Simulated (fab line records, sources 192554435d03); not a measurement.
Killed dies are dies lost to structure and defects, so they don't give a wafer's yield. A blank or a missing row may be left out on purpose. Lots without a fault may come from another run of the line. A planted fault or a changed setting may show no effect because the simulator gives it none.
fab line records | flow n5_finfet
record lots=4 wafers=12 last_day=19
route steps=1938 shown PMOS_HMC_CHANNEL_EPI@84 FIN_SAQP@90 STI_FIN_REVEAL@196
lots that met no fault: from a run of the same line without faults
start_h: hours from the record's first day to the start of the lot's first wafer shown | wait_h: hours since the lot's step before | " the same as in the row above | L1.1+2: a row that stands for several wafers | - no value, or no start given | * or withheld: withheld | < > ~ a bound
route shown NAME@n: a module of which the file shows steps, and the number in the route of the first | usual: mean/standard deviation of fault-free wafers | same: alike in all rows | chamber/n: place in a boat | sites: the reading at each site | _std_site: their standard deviation | _edge_site: outer sites' mean less inner sites' | radius_mm: how far each site lies from the wafer's centre | mask NAME#n: copy n | behind: the tool/chamber that last shaped the wafer | hold: why the lot was held/for how many hours/how that ended | device: the transistor (n, p or np) that didn't switch | end of line: the same wafers' tests at the end of the route | a step without rows: its recipe alone | killed: dies lost to structure and defects at the first sort, not the wafer's yield | map: a wafer's dies, x killed, . not, _ none there
set.NAME: the setting as run; set.NAME@STEP: as run at that earlier step | model.NAME: the simulator's own value behind a step, which no gauge read
lots at some steps of the route; a table a step, a row a wafer
services: from which hour (start_h, from the record's first day; less than 0 if before it) a tool's chamber was out of use, for how many hours, and why
## steps
# step N5_PMOS_HMC_CHANNEL_EPI_PRECLEAN_37
# recipe chemistry=O3/DIW time_s=45 temp_c=22 o3_ppm=10
# step N5_PMOS_HMC_CHANNEL_EPI_PRECLEAN_24
# recipe chemistry=DHF time_s=30 temp_c=25 dilution=withheld
# step N5_PMOS_HMC_CHANNEL_EPI_SRD_25
# recipe dry=ipa_marangoni do_ppb=5 time_s=30 temp_c=23 rinse_liquid=diw
# step N5_PMOS_HMC_CHANNEL_EPI_EPI_26
# recipe material=Si target_thk_a=38 temp_c=650 precursor=SiH4/H2 pressure_torr=20 time_s=22.7
# step N5_FIN_SAQP_PRECLEAN_42
# recipe chemistry=O3/DIW time_s=60 temp_c=22 o3_ppm=10
# step N5_FIN_SAQP_PRECLEAN_00
# recipe chemistry=SC1 time_s=60 temp_c=55 mix=1:2:50
# step N5_FIN_SAQP_PRECLEAN_44
# recipe chemistry=SC2 time_s=45 temp_c=35 mix=1:1:50
# step N5_FIN_SAQP_SRD_01
# recipe dry=ipa_marangoni time_s=30 temp_c=23 rinse_liquid=diw
# step N5_FIN_SAQP_ALD_61
# recipe material=SiO2 target_thk_a=40 temp_c=300 ald_precursor_family=BDEAS ald_co_reactant=O2-plasma pulse_time_s=1 purge_time_s=2 co_reactant_purge_time_s=2 ald_cycles=43 pressure_torr=2
# step N5_FIN_SAQP_DENSIFY_62
# recipe temp_c=700 time_s=60 ambient=N2 idle_temp_c=600 ramp_up_c_per_s=150 ramp_down_c_per_s=60 cool_to_c=600
# step N5_FIN_SAQP_HM_DEP_03
# recipe material=SiNx target_thk_a=380 temp_c=400 precursor=SiH4/NH3/N2 pressure_torr=1.5 rf_w=300 time_s=33.6
# usual heater_power_w=711/65 showerhead_plenum_p_Torr=5.16/0.053 susceptor_temp_C=399.96/0.21 throttle_valve_pct=40.0/1.5
# columns lot.wafer tool chamber start_h wait_h heater_power_w showerhead_plenum_p_Torr susceptor_temp_C throttle_valve_pct model.SiNx_of_FIN_SAQP_HM_DEP_03.thk_nm
L831.1 pecvd-01 2 69.20 0.2 646 5.22 400.03 38.9 37.94
L831.2 " 1 " " 668 5.14 400.49 40.8 37.89
L831.3 " 1 " " 651 5.13 400.17 41.0 38.11
L837.1 pecvd-03 0 105.78 0.2 803 5.19 399.68 42.6 38.08
L837.3 " 0 " " 803 5.20 399.75 42.6 38.59
L837.4 " 1 " " 717 5.19 400.07 39.6 38.7
L840.1 pecvd-03 1 124.24 0.2 739 5.19 400.16 39.4 40.29
L840.2 " 2 " " 696 5.17 399.95 39.9 37.82
L840.5 " 0 " " 864 5.20 399.79 42.5 38.08
L843.4 pecvd-03 2 141.53 0.1 700 5.17 399.92 39.9 38.3
L843.5 " 1 " " 708 5.18 399.75 39.5 41.01
L843.6 " 0 " " 763 5.19 399.98 43.1 38.95
# step N5_FIN_SAQP_THK_MEAS_05
# usual thk_nm=38.2/0.52
# columns lot.wafer tool chamber start_h wait_h thk_nm
L831.1 film_metro-01 - 69.31 0.1 37.9
L831.2 " - " " 37.9
L831.3 " - " " 38.1
L837.1 film_metro-01 - 105.89 0.1 38.1
L837.3 " - " " 38.6
L837.4 " - " " 38.7
L840.1 film_metro-01 - 124.32 0.1 40.3
L840.2 " - " " 37.8
L840.5 " - " " 38.1
L843.4 film_metro-02 - 141.60 0.0 38.3
L843.5 " - " " 41.0
L843.6 " - " " 39.0
# step N5_FIN_SAQP_PECVD_47
# recipe material=a-Si target_thk_a=450 temp_c=400 precursor=SiH4/He pressure_torr=3 rf_w=100 time_s=36.3
# step N5_FIN_SAQP_PECVD_48
# recipe material=SiNx target_thk_a=250 temp_c=400 precursor=SiH4/NH3/N2 pressure_torr=1.5 rf_w=300 time_s=22.1
# step N5_FIN_SAQP_PECVD_06
# recipe material=a-Si target_thk_a=600 temp_c=400 precursor=SiH4/He pressure_torr=3 rf_w=100 time_s=48.1
# step N5_FIN_SAQP_HM_DEP_72
# recipe material=SiO2 target_thk_a=120 temp_c=400 precursor=SiH4/N2O pressure_torr=0.75 rf_w=275 time_s=7.2
# step N5_FIN_SAQP_COAT_49
# recipe resist=SOC temp_c=250 time_s=60 spin_rpm=1500 resist_thk_nm=100
# step N5_FIN_SAQP_COAT_50
# recipe resist=SiARC temp_c=220 time_s=60 spin_rpm=1500 resist_thk_nm=35
# step N5_FIN_SAQP_COAT_10
# recipe resist=CAR-ArF spin_rpm=1500 resist_thk_nm=90
# step N5_FIN_SAQP_EBR_12
# recipe solvent=PGMEA ebr_width_mm=1.5
# step N5_FIN_SAQP_SOFTBAKE_11
# recipe temp_c=110 time_s=60 resist=CAR-ArF
# step N5_FIN_SAQP_EXPOSE_13
# recipe mask_id=FIN_CORE na=1.35 source_shape=dipole sigma_inner=0.538 sigma_outer=0.738 polarization=te target_cd_nm=35.6 dose_mj=63.25
# step N5_FIN_SAQP_PEB_14
# recipe peb_temp_c=withheld peb_time_s=60 resist=CAR-ArF
# step N5_FIN_SAQP_DEVELOP_15
# recipe develop_time_s=30 developer=TMAH resist=CAR-ArF dev_temp_c=23 rinse_liquid=diw dry=air_spin
# step N5_FIN_SAQP_DESCUM_21
# recipe chemistry=O2 time_s=7.9 source_power_w=50 bias_power_w=20 pressure_mtorr=20 rf_frequency_hz=2.712e+07 temp_c=40 resist=CAR-ArF o2_flow_sccm=225
# step N5_FIN_SAQP_ETCH_51
# recipe chemistry=CF4 target=SiARC target_depth_a=455 mask_material=CAR-ArF time_s=75.8 ion_energy_ev=80 pressure_mtorr=40 source_w=545 bias_w=36 Ar_flow_sccm=100 cf4_flow_sccm=100 ends=cleared
# step N5_FIN_SAQP_ETCH_52
# recipe chemistry=N2/H2 target=SOC target_depth_a=1000 overetch_a=200 mask_material=SiARC temp_c=40 time_s=150 ion_energy_ev=200 pressure_mtorr=30 source_w=840 bias_w=150 n2_flow_sccm=200 h2_flow_sccm=200 ends=end_point
# step N5_FIN_SAQP_STRIP_53
# recipe chemistry=N2/H2 temp_c=40 n2_flow_sccm=200 h2_flow_sccm=200 rf_frequency_hz=6e+07
# step N5_FIN_SAQP_HM_OPEN_73
# recipe chemistry=CHF3/O2 target=SiO2 stop_on=a-Si target_depth_a=120 over_etch_frac=1.8 mask_material=SOC time_s=16.8 pressure_mtorr=30 source_w=650 bias_w=170 Ar_flow_sccm=200 CHF3_flow_sccm=50 O2_flow_sccm=5 ion_energy_ev=200 ends=end_point
# step N5_FIN_SAQP_STRIP_74
# recipe chemistry=CHF3/O2 resist=SiARC rf_frequency_hz=6e+07
# step N5_FIN_SAQP_MANDREL_ETCH_22
# recipe target_depth_a=600 chemistry=HBr/Cl2 target=a-Si stop_on=SiNx bt_time_s=10 over_etch_frac=0.5 time_s=30 pressure_mtorr=10 icp_w=800 bias_w=75 HBr_flow_sccm=150 Cl2_flow_sccm=80 ends=end_point
# step N5_FIN_SAQP_STRIP_55
# recipe chemistry=N2/H2 power_w=500 temp_c=40 pressure_mtorr=50 rf_frequency_hz=6e+07 overash_fraction=0.3 bias_power_w=28 h2_frac=0.5 n2_flow_sccm=300 h2_flow_sccm=300
# step N5_FIN_SAQP_STRIP_23
# recipe chemistry=SPM time_s=750 temp_c=130 h2so4_h2o2_vol_ratio=4
# step N5_FIN_SAQP_SRD_66
# recipe dry=ipa_marangoni time_s=30 temp_c=23 rinse_liquid=diw
# step N5_FIN_SAQP_RECESS_75
# recipe chemistry=HF/NH3 target=SiO2 target_depth_a=144 afs_cycles=3 temp_c=30 sublimation_temp_c=180 sublimation_time_s=60
# step N5_FIN_SAQP_SPACER1_ALD_24
# recipe material=SiO2 target_thk_a=203 temp_c=300 ald_precursor_family=BDEAS ald_co_reactant=O2-plasma pulse_time_s=1 purge_time_s=2 co_reactant_purge_time_s=2 ald_cycles=218 pressure_torr=2
# step N5_FIN_SAQP_HM_OPEN_33
# recipe chemistry=CH3F/O2 target=SiNx mask_material=SiO2 target_depth_a=494 time_s=70.6 pressure_mtorr=30 source_w=395 bias_w=73 Ar_flow_sccm=150 CH3F_flow_sccm=30 O2_flow_sccm=20 ion_energy_ev=120 ends=cleared
# usual drypump_motor_current_A=5.70/0.27 etch_rf_on_time_s=69.9/1.6 oes_f_703_au=0.79/0.088 oes_product_au=0.68/0.085 rf_vpp_V=298/5.8 showerhead_plenum_p_Torr=2.03/0.069 throttle_valve_pct=16.32/0.25
# columns lot.wafer tool chamber start_h wait_h drypump_motor_current_A etch_rf_on_time_s oes_f_703_au oes_product_au rf_hours_counter_h rf_vpp_V showerhead_plenum_p_Torr throttle_valve_pct model.etch.depth_nm
L831.1 rie_diel-05 1 74.92 0.1 5.80 69.4 0.69 0.60 236 300 2.05 16.21 37.31
L831.2 " 0 " " 5.55 69.4 0.82 0.70 75 298 2.02 15.98 37.26
L831.3 " 3 " " 5.91 70.1 0.71 0.60 215 290 1.99 16.63 37.34
L837.1 rie_diel-06 2 113.05 0.0 5.75 68.9 0.92 0.79 16 308 2.15 15.97 37.45
L837.3 " 0 " " 5.58 69.7 0.86 0.76 29 295 2.12 16.28 37.96
L837.4 " 1 " " 5.61 69.3 0.88 0.75 54 304 1.96 16.09 37.97
L840.1 rie_diel-05 0 129.91 0.1 5.58 74.0 0.80 0.68 96 297 2.01 16.00 39.66
L840.2 " 2 " " 6.14 69.6 0.85 0.73 53 293 2.03 16.41 37.19
L840.5 " 3 " " 5.94 71.5 0.70 0.59 - 292 1.99 16.65 37.35
L843.4 rie_diel-05 1 146.29 0.0 5.78 70.4 0.97 0.82 3 297 2.05 15.79 37.67
L843.5 " 3 " " 5.92 75.5 0.69 0.59 - 291 1.99 16.67 40.24
L843.6 " 0 " " 5.59 71.7 0.79 0.67 - 298 2.01 16.00 38.32
# step N5_STI_FIN_REVEAL_RECESS_09
# recipe chemistry=HF/NH3 target=SiO2 afs_cycles=11 target_depth_a=425 temp_c=30 sublimation_temp_c=180 sublimation_time_s=60
# usual drypump_motor_current_A=5.4/0.32 sublimation_temp_c=180.02/0.17
# same afs_cycles=11
# columns lot.wafer tool chamber start_h wait_h drypump_motor_current_A sublimation_temp_c model.SiNx_of_FIN_SAQP_HM_DEP_03.thk_nm
L831.1 vapor_etch-02 0 82.78 0.0 5.0 180.10 18.4
L831.2 " 1 " " 5.7 180.01 18
L831.3 " 1 " " 5.7 180.16 18.6
L837.1 vapor_etch-01 1 121.51 0.0 5.1 179.72 17.8
L837.3 " 0 " " 5.7 179.80 18.8
L837.4 " 1 " " 5.1 179.87 18.8
L840.1 vapor_etch-02 0 138.12 0.0 5.0 179.71 20.6
L840.2 " 1 " " 5.7 180.10 17.6
L840.5 " 1 139.18 1.1 5.7 180.18 18.2
L843.4 vapor_etch-02 1 155.24 0.7 5.7 180.04 18.8
L843.5 " 1 " " 5.7 180.00 20.8
L843.6 " 0 " " 5.0 180.02 18.8
## services
# columns tool chamber start_h hours kind
rie_diel-05 1 51.58 5.4 repair
pecvd-03 2 53.43 59.9 repair
rie_diel-05 3 87.35 1.4 repair
pecvd-01 2 108.94 - clean
pecvd-01 2 108.94 - consumable_replace:showerhead
pecvd-01 2 108.94 29.0 scheduled_down
pecvd-01 2 108.94 29.0 vent_cycle
pecvd-01 0 113.98 2.1 scheduled_down
rie_diel-05 1 117.01 - clean
rie_diel-05 1 117.01 - consumable_replace:focus_ring
rie_diel-05 1 117.01 21.5 scheduled_down
rie_diel-05 1 117.01 21.5 vent_cycle
## key
first_sign step=N5_FIN_SAQP_THK_MEAS_05 reading=thk_nm direction=up sigmas=4.6 usual=* struck=*
effect step=N5_FIN_SAQP_HM_OPEN_33 reading=etch_rf_on_time_s direction=up sigmas=3 usual=* struck=*
model_effect step=N5_FIN_SAQP_HM_DEP_03 value=SiNx_of_FIN_SAQP_HM_DEP_03.thk_nm without=38.4 struck=40.65
model_effect step=N5_FIN_SAQP_HM_OPEN_33 value=etch.depth_nm without=37.7 struck=39.95
model_effect step=N5_STI_FIN_REVEAL_RECESS_09 value=SiNx_of_FIN_SAQP_HM_DEP_03.thk_nm without=18.4 struck=20.7
met_at N5_FIN_SAQP_HM_DEP_03
struck_wafers L840.1,L843.5
tester_left_out L840,L843
onset_between 105.78 124.24
fault kind=process_parameter_drift tool=pecvd-03 chamber=1 onset_h=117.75 steps=N5_FIN_SAQP_HM_DEP_03 channel=time_s offset=* shape=step end_h=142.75 acts_in=* stated=*
# tester_left_out: of these lots the tester's yield and bins aren't shown, on N5 and GAA mostly nor the transistor test; their killed dies are dies lost to structure and defects alone, not to doping, threshold or leakage, so they don't give the yield
